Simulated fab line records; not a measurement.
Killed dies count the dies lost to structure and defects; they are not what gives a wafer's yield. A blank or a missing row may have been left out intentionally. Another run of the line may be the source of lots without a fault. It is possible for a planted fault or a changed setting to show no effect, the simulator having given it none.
fab line records	flow n5Finfet	part 1 of 2: steps 1 to 20 of 28
record: lots: 5	wafers: 15	lastDay: 17
route steps=1938 shown BEOL_M11@1546
lots untouched by any fault: they come from a run of this same line in which no faults occurred
startH: hours from the record's first day to the start of the lot's first wafer shown	waitH: hours from the lot's prior step to this one	" repeats the value in the row above	L1.1+2: a single row standing in for several wafers	- value missing, or start not given	* or withheld: withheld	< > ~ a bound
route shown NAME@n: names a module that has steps shown in the file, with the first one's number in the route	usual: mean/standard deviation of fault-free wafers	same: alike in all rows	chamber/n: place in a boat	sites: readings site by site	_std_site: standard deviation across them	_edge_site: mean of outer sites minus mean of inner sites	radiusMm: for every site, how far away it sits from the centre of the wafer	mask NAME#n: copy n	behind: the most recent tool/chamber to have shaped the wafer	hold: why the lot was held/for how many hours/how that ended	device: the transistor (n, p or np) that didn't switch	end of line: at the end of the route, the tests of the same wafers	where a step has no rows: the recipe by itself	killed: dies lost to structure and defects at the first sort, not the wafer's yield	map: a wafer's dies, marking killed ones x, the rest . and places with no die _
set.NAME: the setting the step ran with; set.NAME@STEP: the setting that earlier step ran with	model.NAME: the simulator's own value behind a step, which no gauge read
certain route steps with their lots: each step a table, each wafer a row
services: when a tool's chamber went out of use (startH, in hours from the record's first day, below 0 if earlier), for how many hours, and the reason
== steps ==
step: N5_BEOL_M11_EXPOSE_08
recipe: maskId: M11	na: 1.35	sourceShape: dipole	sigmaInner: 0.411	sigmaOuter: 0.611	polarization: te	doseMj: 53.75
lot.wafer	tool	chamber	startH	waitH	mask
L075.2+4+5	arfiScanner-01	0	227.01	-	M11#0
L085.2+3+6	arfiScanner-01	0	286.36	-	M11#0
L090.2+5+6	arfiScanner-03	0	306.18	-	M11#0
L097.1+4+6	arfiScanner-03	0	353.47	-	M11#0
L095.1+4+5	arfiScanner-02	0	357.03	-	M11#0
step: N5_BEOL_M11_PEB_09
recipe: pebTempC: withheld	pebTimeS: 60	resist: CAR-ArF
usual: chillPlateTempC: 22.97/0.11
lot.wafer	tool	chamber	startH	waitH	chillPlateTempC
L075.2	lithoTrack-05	0	227.07	0.0	22.90
L075.4	"	0	"	"	22.89
L075.5	"	0	"	"	23.04
L085.2	lithoTrack-05	0	286.42	0.0	22.71
L085.3	"	0	"	"	22.92
L085.6	"	0	"	"	22.86
L090.2	lithoTrack-05	0	306.23	0.0	22.91
L090.5	"	0	"	"	23.03
L090.6	"	0	"	"	22.78
L097.1	lithoTrack-04	0	353.53	0.1	22.85
L097.4	"	0	"	"	22.93
L097.6	"	0	"	"	22.87
L095.1	lithoTrack-04	0	357.09	0.1	23.02
L095.4	"	0	"	"	23.01
L095.5	"	0	"	"	23.19
step: N5_BEOL_M11_DEVELOP_10
recipe: developTimeS: 30	developer: TMAH	resist: CAR-ArF	rinseLiquid: diw	dry: airSpin	devTempC: 23
usual: chillPlateTempC: 23.02/0.1
lot.wafer	tool	chamber	startH	waitH	chillPlateTempC
L075.2	lithoTrack-05	0	-	-	23.00
L075.4	"	0	"	"	22.99
L075.5	"	0	"	"	23.02
L085.2	lithoTrack-05	0	-	-	23.16
L085.3	"	0	"	"	23.16
L085.6	"	0	"	"	23.13
L090.2	lithoTrack-05	0	-	-	23.06
L090.5	"	0	"	"	23.00
L090.6	"	0	"	"	23.08
L097.1	lithoTrack-04	0	-	-	23.04
L097.4	"	0	"	"	22.92
L097.6	"	0	"	"	22.89
L095.1	lithoTrack-04	0	-	-	22.91
L095.4	"	0	"	"	23.03
L095.5	"	0	"	"	22.92
step: N5_BEOL_M11_CD_MEAS_11
recipe: targetCdNm: 64.1	landingEnergyEv: 500	detector: seInlens	polarity: opening
usual: cdNm: 64.0/0.65
lot.wafer	tool	chamber	startH	waitH	cdNm
L075.2	cdSem-03	0	227.13	-	64.2
L075.4	"	0	"	"	63.9
L075.5	"	0	"	"	63.2
L085.2	cdSem-03	0	286.48	-	64.0
L085.3	"	0	"	"	64.7
L085.6	"	0	"	"	64.2
L090.2	cdSem-01	0	306.30	-	64.9
L090.5	"	0	"	"	64.9
L090.6	"	0	"	"	65.3
L097.1	cdSem-01	0	353.60	-	63.2
L097.4	"	0	"	"	63.8
L097.6	"	0	"	"	63.0
L095.1	cdSem-01	0	357.16	-	64.3
L095.4	"	0	"	"	63.9
L095.5	"	0	"	"	64.9
step: N5_BEOL_M11_OVL_MEAS_12
recipe: pointsPerWafer: 44
usual: M11_OVL: 0.8/0.6
same: pointsPerWafer: 44
lot.wafer	tool	chamber	startH	waitH	M11_OVL[nm]
L075.2	overlay-02	0	227.16	0.0	-0.2
L075.4	"	0	"	"	1.2
L075.5	"	0	"	"	1.1
L085.2	overlay-02	0	286.51	0.0	1.3
L085.3	"	0	"	"	1.1
L085.6	"	0	"	"	1.3
L090.2	overlay-01	0	306.33	0.0	-0.1
L090.5	"	0	"	"	0.7
L090.6	"	0	"	"	1.1
L097.1	overlay-01	0	353.63	0.0	0.7
L097.4	"	0	"	"	0.5
L097.6	"	0	"	"	1.0
L095.1	overlay-02	0	357.19	0.0	0.7
L095.4	"	0	"	"	0.1
L095.5	"	0	"	"	-0.2
step: N5_BEOL_M11_INSPECT_13
recipe: mode: adi	inspectInstrument: brightfield
usual: rawDefectCount: 435/130
lot.wafer	tool	chamber	startH	waitH	rawDefectCount
L075.2	defectInspect-01	-	227.19	0.0	326
L075.4	"	-	"	"	308
L075.5	"	-	"	"	407
L085.2	defectInspect-01	-	286.54	0.0	396
L085.3	"	-	"	"	346
L085.6	"	-	"	"	429
L090.2	defectInspect-01	-	306.35	0.0	497
L090.5	"	-	"	"	424
L090.6	"	-	"	"	385
L097.1	defectInspect-02	-	353.65	0.0	555
L097.4	"	-	"	"	467
L097.6	"	-	"	"	443
L095.1	defectInspect-01	-	357.21	0.0	373
L095.4	"	-	"	"	550
L095.5	"	-	"	"	547
step: N5_BEOL_M11_DESCUM_16
recipe: chemistry: O2	timeS: 7.9	sourcePowerW: 50	biasPowerW: 20	pressureMtorr: 20	rfFrequencyHz: 2.712e+07	tempC: 40	resist: CAR-ArF	o2FlowSccm: 225
usual: drypumpMotorCurrentA: 5.6/0.34	oesProductAu: 0.78/0.08	rfVppV: 243.2/1.3	showerheadPlenumPTorr: 2.09/0.053	throttleValvePct: 20.44/0.27
lot.wafer	tool	chamber	startH	waitH	drypumpMotorCurrentA	oesProductAu	rfHoursCounterH	rfVppV	showerheadPlenumPTorr	throttleValvePct
L075.2	rieDiel-04	1	227.22	0.0	5.8	0.81	105	241.5	2.03	20.36
L075.4	"	2	"	"	6.1	0.71	174	244.3	2.18	20.36
L075.5	"	2	"	"	6.0	0.71	-	244.1	2.18	20.34
L085.2	rieDiel-06	1	286.57	0.0	5.3	0.76	176	243.4	2.09	20.61
L085.3	"	3	"	"	5.5	0.73	212	240.5	2.01	20.89
L085.6	"	1	"	"	5.3	0.75	-	242.8	2.09	20.63
L090.2	rieDiel-02	3	306.38	0.0	5.2	0.79	117	243.1	2.10	20.14
L090.5	"	0	"	"	5.5	0.87	-	246.4	2.13	20.61
L090.6	"	3	"	"	5.1	0.79	-	243.1	2.10	20.14
L097.1	rieDiel-04	1	354.22	0.6	5.9	0.77	149	241.1	2.02	20.43
L097.4	"	0	"	"	5.9	1.01	6	243.3	2.04	19.91
L097.6	"	3	"	"	5.4	0.70	-	244.1	2.13	20.36
L095.1	rieDiel-02	0	357.25	0.0	5.5	0.84	64	243.4	2.12	20.62
L095.4	"	1	"	"	6.1	0.82	-	243.0	2.13	20.98
L095.5	"	3	"	"	5.2	0.76	-	243.2	2.10	20.17
step: N5_BEOL_M11_ETCH_61
recipe: chemistry: CF4	target: SiARC	targetDepthA: 390	maskMaterial: CAR-ArF	timeS: 65	ionEnergyEv: 80	pressureMtorr: 40	sourceW: 545	biasW: 36	Ar_flow_sccm: 100	cf4FlowSccm: 100	ends: cleared
usual: drypumpMotorCurrentA: 5.6/0.34	etchRfOnTimeS: 65.7/1.3	oesProductAu: 0.66/0.067	rfVppV: 183.9/1.1	showerheadPlenumPTorr: 2.13/0.056	throttleValvePct: 15.59/0.2
lot.wafer	tool	chamber	startH	waitH	drypumpMotorCurrentA	etchRfOnTimeS	oesProductAu	rfHoursCounterH	rfVppV	showerheadPlenumPTorr	throttleValvePct
L075.2	rieDiel-04	1	227.26	0.0	5.8	67.7	0.68	105	184.2	2.07	15.39
L075.4	"	2	"	"	6.1	65.9	0.61	174	185.3	2.22	15.51
L075.5	"	2	"	"	6.1	66.2	0.61	-	185.2	2.22	15.51
L085.2	rieDiel-06	1	286.61	0.0	5.3	64.7	0.65	176	185.1	2.12	15.76
L085.3	"	3	"	"	5.5	64.3	0.62	212	183.4	2.04	15.92
L085.6	"	1	"	"	5.3	64.6	0.65	-	182.4	2.12	15.76
L090.2	rieDiel-02	3	306.42	0.0	5.2	63.5	0.67	117	184.1	2.15	15.35
L090.5	"	0	"	"	5.4	64.9	0.73	-	183.3	2.16	15.66
L090.6	"	3	"	"	5.2	63.3	0.67	-	183.8	2.15	15.34
L097.1	rieDiel-04	1	354.25	0.0	5.9	68.6	0.64	149	183.1	2.06	15.48
L097.4	"	0	"	"	5.9	64.8	0.85	6	183.6	2.11	15.20
L097.6	"	3	"	"	5.4	67.9	0.59	-	183.1	2.20	15.71
L095.1	rieDiel-02	0	357.28	0.0	5.5	65.3	0.71	64	183.1	2.16	15.67
L095.4	"	1	"	"	6.1	66.5	0.70	-	183.0	2.15	15.89
L095.5	"	3	"	"	5.1	64.0	0.66	-	183.7	2.14	15.39
step: N5_BEOL_M11_ETCH_62
recipe: chemistry: N2/H2	target: SOC	targetDepthA: 1100	overetchA: 220	maskMaterial: SiARC	tempC: 40	timeS: 165	ionEnergyEv: 200	pressureMtorr: 30	sourceW: 840	biasW: 150	n2FlowSccm: 200	h2FlowSccm: 200
usual: drypumpMotorCurrentA: 5.7/0.34	oesProductAu: 0.66/0.062	rfVppV: 523.7/2.2	showerheadPlenumPTorr: 2.54/0.071	throttleValvePct: 17.86/0.25
lot.wafer	tool	chamber	startH	waitH	drypumpMotorCurrentA	oesProductAu	rfHoursCounterH	rfVppV	showerheadPlenumPTorr	throttleValvePct
L075.2	rieDiel-04	1	227.31	0.0	5.9	0.69	105	522.1	2.46	17.72
L075.4	"	2	"	"	6.1	0.61	174	527.7	2.63	17.71
L075.5	"	2	"	"	6.0	0.62	-	528.2	2.63	17.69
L085.2	rieDiel-06	1	286.66	0.0	5.3	0.63	176	523.6	2.53	17.99
L085.3	"	3	"	"	5.5	0.61	212	521.6	2.42	18.25
L085.6	"	1	"	"	5.3	0.63	-	523.4	2.53	17.99
L090.2	rieDiel-02	3	306.47	0.0	5.2	0.66	117	524.8	2.58	17.68
L090.5	"	0	"	"	5.5	0.72	-	525.7	2.59	18.06
L090.6	"	3	"	"	5.2	0.66	-	522.9	2.58	17.67
L097.1	rieDiel-04	1	354.30	0.0	5.9	0.65	150	520.9	2.45	17.79
L097.4	"	0	"	"	5.9	0.82	6	524.2	2.49	17.31
L097.6	"	3	"	"	5.4	0.60	-	526.9	2.63	18.05
L095.1	rieDiel-02	0	357.33	0.0	5.5	0.70	64	524.4	2.59	18.08
L095.4	"	1	"	"	6.1	0.70	-	524.4	2.57	18.22
L095.5	"	3	"	"	5.2	0.65	-	522.9	2.57	17.68
step: N5_BEOL_M11_STRIP_68
recipe: chemistry: N2/H2	tempC: 40	n2FlowSccm: 200	h2FlowSccm: 200	rfFrequencyHz: 6e+07
lot.wafer	tool	chamber	startH	waitH
L075.2+4+5	rieDiel-04	1,2,2	227.44	0.1
L085.2+3+6	rieDiel-06	1,3,1	286.79	0.1
L090.2+5+6	rieDiel-02	3,0,3	306.61	0.1
L097.1+4+6	rieDiel-04	1,0,3	354.44	0.1
L095.1+4+5	rieDiel-02	0,1,3	357.47	0.1
step: N5_BEOL_M11_STRIP_67
recipe: chemistry: CF4	resist: SiARC	powerW: 300	biasPowerW: 75	pressureMtorr: 50	cf4FlowSccm: 150	rfFrequencyHz: 6e+07
usual: drypumpMotorCurrentA: 5.6/0.34	oesProductAu: 0.78/0.074	rfVppV: 271.0/1.4	showerheadPlenumPTorr: 1.79/0.045	throttleValvePct: 13.58/0.21
lot.wafer	tool	chamber	startH	waitH	drypumpMotorCurrentA	oesProductAu	rfHoursCounterH	rfVppV	showerheadPlenumPTorr	throttleValvePct
L075.2	rieDiel-04	1	227.45	0.0	5.8	0.81	105	269.5	1.74	13.38
L075.4	"	2	"	"	6.1	0.73	174	272.2	1.86	13.50
L075.5	"	2	"	"	6.1	0.73	-	272.4	1.86	13.50
L085.2	rieDiel-06	1	286.80	0.0	5.3	0.75	176	269.1	1.78	13.76
L085.3	"	3	"	"	5.5	0.72	212	269.2	1.70	13.90
L085.6	"	1	"	"	5.3	0.74	-	270.6	1.78	13.77
L090.2	rieDiel-02	3	306.62	0.0	5.2	0.78	117	272.0	1.80	13.35
L090.5	"	0	"	"	5.5	0.86	-	272.6	1.81	13.58
L090.6	"	3	"	"	5.1	0.78	-	271.7	1.80	13.36
L097.1	rieDiel-04	1	354.45	0.0	5.8	0.77	150	269.1	1.73	13.47
L097.4	"	0	"	"	5.9	0.98	6	270.1	1.77	13.13
L097.6	"	3	"	"	5.3	0.71	-	270.5	1.84	13.74
L095.1	rieDiel-02	0	357.48	0.0	5.5	0.84	64	272.0	1.80	13.61
L095.4	"	1	"	"	6.1	0.82	-	272.0	1.79	13.80
L095.5	"	3	"	"	5.2	0.77	-	271.8	1.80	13.38
step: N5_BEOL_M11_HM_OPEN_17
recipe: chemistry: Cl2/BCl3	targetDepthA: 200	overetchA: 60	target: TiN	maskMaterial: SOC	ionEnergyEv: 150	pressureMtorr: 10	icpW: 1000	biasW: 126	Cl2_flow_sccm: 53.25	bcl3FlowSccm: 21.75	Ar_flow_sccm: 25
usual: drypumpMotorCurrentA: 6.0/0.41	heBacksideLeakSccm: 3.4/0.39	oesProductAu: 0.61/0.066	throttleValvePct: 22.36/0.28
lot.wafer	tool	chamber	startH	waitH	drypumpMotorCurrentA	heBacksideLeakSccm	oesProductAu	rfHoursCounterH	throttleValvePct
L075.2	rieMetal-01	0	227.49	0.0	5.8	3.5	0.55	104	22.73
L075.4	"	1	"	"	6.1	3.6	0.59	-	22.46
L075.5	"	1	"	"	6.0	3.6	0.59	-	22.46
L085.2	rieMetal-02	1	286.84	0.0	5.7	3.4	0.70	24	22.03
L085.3	"	0	"	"	6.5	3.6	0.59	-	21.81
L085.6	"	0	"	"	6.5	3.8	0.59	-	21.80
L090.2	rieMetal-01	1	306.66	0.0	6.0	3.6	0.58	89	22.46
L090.5	"	1	"	"	6.0	3.6	0.58	-	22.46
L090.6	"	0	"	"	5.8	3.4	0.54	-	22.75
L097.1	rieMetal-03	1	354.49	0.0	5.5	3.1	0.65	47	22.15
L097.4	"	1	"	"	5.5	3.1	0.64	-	22.16
L097.6	"	1	"	"	5.5	3.1	0.64	-	22.16
L095.1	rieMetal-03	0	357.52	0.0	6.6	3.4	0.57	82	22.53
L095.4	"	0	"	"	6.6	3.3	0.57	-	22.52
L095.5	"	1	"	"	5.5	5.5	0.64	-	22.16
step: N5_BEOL_M11_STRIP_19
recipe: chemistry: O2	powerW: 400	tempC: 40	pressureMtorr: 30	rfFrequencyHz: 6e+07	biasPowerW: 0	overashFraction: 0.2	o2FlowSccm: 225
usual: drypumpMotorCurrentA: 5.6/0.36	oesProductAu: 0.80/0.088	rfVppV: 3.7/0.59	showerheadPlenumPTorr: 2.10/0.047	throttleValvePct: 16.69/0.28
lot.wafer	tool	chamber	startH	waitH	drypumpMotorCurrentA	oesProductAu	rfHoursCounterH	rfVppV	showerheadPlenumPTorr	throttleValvePct
L075.2	rieDiel-02	3	227.60	0.1	5.2	0.81	91	3.7	2.12	16.38
L075.4	"	2	"	"	5.5	0.69	214	3.4	2.07	16.54
L075.5	"	3	"	"	5.2	0.80	-	3.7	2.12	16.36
L085.2	rieDiel-02	2	286.96	0.1	5.5	0.68	233	4.7	2.06	16.61
L085.3	"	3	"	"	5.2	0.79	110	3.4	2.11	16.40
L085.6	"	1	"	"	6.1	0.84	-	3.9	2.14	17.08
L090.2	rieDiel-06	2	306.77	0.1	6.0	0.80	92	4.8	2.04	16.77
L090.5	"	1	"	"	5.4	0.75	-	3.2	2.09	16.88
L090.6	"	0	"	"	5.1	0.96	-	4.3	2.14	16.18
L097.1	rieDiel-04	1	354.70	0.2	5.8	0.76	150	2.7	2.02	16.63
L097.4	"	0	"	"	6.0	0.99	6	3.2	2.04	16.15
L097.6	"	1	"	"	5.8	0.76	-	2.9	2.02	16.63
L095.1	rieDiel-02	0	357.63	0.1	5.5	0.84	64	4.0	2.13	16.84
L095.4	"	0	"	"	5.5	0.84	-	4.5	2.13	16.83
L095.5	"	1	"	"	6.1	0.81	-	3.4	2.13	17.12
step: N5_BEOL_M11_CD_MEAS_18
recipe: pitchNm: 140	targetCdNm: 70
usual: cdNm: 70.0/0.68
lot.wafer	tool	chamber	startH	waitH	cdNm
L075.2	cdSem-01	-	227.67	0.1	70.2
L075.4	"	-	"	"	69.8
L075.5	"	-	"	"	69.3
L085.2	cdSem-02	-	287.03	0.1	70.6
L085.3	"	-	"	"	69.9
L085.6	"	-	"	"	71.0
L090.2	cdSem-01	-	306.84	0.1	71.5
L090.5	"	-	"	"	70.6
L090.6	"	-	"	"	70.8
L097.1	cdSem-03	-	354.77	0.0	69.0
L097.4	"	-	"	"	68.9
L097.6	"	-	"	"	68.9
L095.1	cdSem-02	-	357.70	0.0	70.2
L095.4	"	-	"	"	69.6
L095.5	"	-	"	"	70.1
step: N5_BEOL_M11_COAT_63
recipe: resist: SOC	tempC: 250	timeS: 60	spinRpm: 1500	resistThkNm: 100
usual: chillPlateTempC: 23.00/0.11
lot.wafer	tool	chamber	startH	waitH	chillPlateTempC
L075.2	lithoTrack-05	0	230.01	2.3	23.23
L075.4	"	0	"	"	23.20
L075.5	"	0	"	"	23.20
L085.2	lithoTrack-03	0	287.66	0.6	23.02
L085.3	"	0	"	"	22.86
L085.6	"	0	"	"	22.93
L090.2	lithoTrack-05	0	307.35	0.5	22.69
L090.5	"	0	"	"	22.91
L090.6	"	0	"	"	22.80
L097.1	lithoTrack-04	0	355.20	0.4	23.15
L097.4	"	0	"	"	23.05
L097.6	"	0	"	"	23.00
L095.1	lithoTrack-05	0	358.71	1.0	23.04
L095.4	"	0	"	"	23.02
L095.5	"	0	"	"	23.03
step: N5_BEOL_M11_COAT_64
recipe: resist: SiARC	tempC: 220	timeS: 60	spinRpm: 1500	resistThkNm: 30
usual: chillPlateTempC: 23.02/0.092
lot.wafer	tool	chamber	startH	waitH	chillPlateTempC
L075.2	lithoTrack-05	0	-	-	23.16
L075.4	"	0	"	"	23.03
L075.5	"	0	"	"	23.08
L085.2	lithoTrack-03	0	-	-	23.04
L085.3	"	0	"	"	23.15
L085.6	"	0	"	"	23.05
L090.2	lithoTrack-05	0	-	-	23.00
L090.5	"	0	"	"	22.91
L090.6	"	0	"	"	22.98
L097.1	lithoTrack-04	0	-	-	23.13
L097.4	"	0	"	"	22.98
L097.6	"	0	"	"	23.02
L095.1	lithoTrack-05	0	-	-	23.17
L095.4	"	0	"	"	23.14
L095.5	"	0	"	"	23.16
step: N5_BEOL_M11_COAT_22
recipe: resist: CAR-ArF	spinRpm: 1500	resistThkNm: 90
usual: chillPlateTempC: 23.02/0.11
lot.wafer	tool	chamber	startH	waitH	chillPlateTempC
L075.2	lithoTrack-05	0	-	-	22.99
L075.4	"	0	"	"	23.05
L075.5	"	0	"	"	22.99
L085.2	lithoTrack-03	0	-	-	23.01
L085.3	"	0	"	"	23.03
L085.6	"	0	"	"	23.04
L090.2	lithoTrack-05	0	-	-	23.07
L090.5	"	0	"	"	23.02
L090.6	"	0	"	"	23.06
L097.1	lithoTrack-04	0	-	-	23.04
L097.4	"	0	"	"	23.16
L097.6	"	0	"	"	22.97
L095.1	lithoTrack-05	0	-	-	23.09
L095.4	"	0	"	"	22.79
L095.5	"	0	"	"	22.89
step: N5_BEOL_M11_EBR_24
recipe: solvent: PGMEA	ebrWidthMm: 1.5
usual: chillPlateTempC: 22.99/0.09
lot.wafer	tool	chamber	startH	waitH	chillPlateTempC
L075.2	lithoTrack-05	0	-	-	22.90
L075.4	"	0	"	"	23.03
L075.5	"	0	"	"	22.88
L085.2	lithoTrack-03	0	-	-	22.89
L085.3	"	0	"	"	22.92
L085.6	"	0	"	"	22.88
L090.2	lithoTrack-05	0	-	-	23.18
L090.5	"	0	"	"	23.19
L090.6	"	0	"	"	22.93
L097.1	lithoTrack-04	0	-	-	22.96
L097.4	"	0	"	"	23.05
L097.6	"	0	"	"	22.95
L095.1	lithoTrack-05	0	-	-	23.00
L095.4	"	0	"	"	22.95
L095.5	"	0	"	"	22.90
step: N5_BEOL_M11_SOFTBAKE_23
recipe: tempC: 110	timeS: 60	resist: CAR-ArF
usual: chillPlateTempC: 23.00/0.11
lot.wafer	tool	chamber	startH	waitH	chillPlateTempC
L075.2	lithoTrack-05	0	-	-	23.09
L075.4	"	0	"	"	23.09
L075.5	"	0	"	"	23.16
L085.2	lithoTrack-03	0	-	-	22.86
L085.3	"	0	"	"	22.94
L085.6	"	0	"	"	22.85
L090.2	lithoTrack-05	0	-	-	23.07
L090.5	"	0	"	"	23.10
L090.6	"	0	"	"	23.18
L097.1	lithoTrack-04	0	-	-	23.01
L097.4	"	0	"	"	22.93
L097.6	"	0	"	"	22.83
L095.1	lithoTrack-05	0	-	-	23.01
L095.4	"	0	"	"	22.88
L095.5	"	0	"	"	23.05
step: N5_BEOL_M11_EXPOSE_25
recipe: maskId: V10	na: 1.35	sourceShape: annular	sigmaInner: 0.5	sigmaOuter: 0.8	polarization: unpolarized	doseMj: 85.5
lot.wafer	tool	chamber	startH	waitH	mask
L075.2+4+5	arfiScanner-03	0	230.30	-	V10#0
L085.2+3+6	arfiScanner-01	0	287.79	-	V10#0
L090.2+5+6	arfiScanner-03	0	307.47	-	V10#0
L097.1+4+6	arfiScanner-02	0	355.31	-	V10#0
L095.1+4+5	arfiScanner-01	0	358.83	-	V10#0
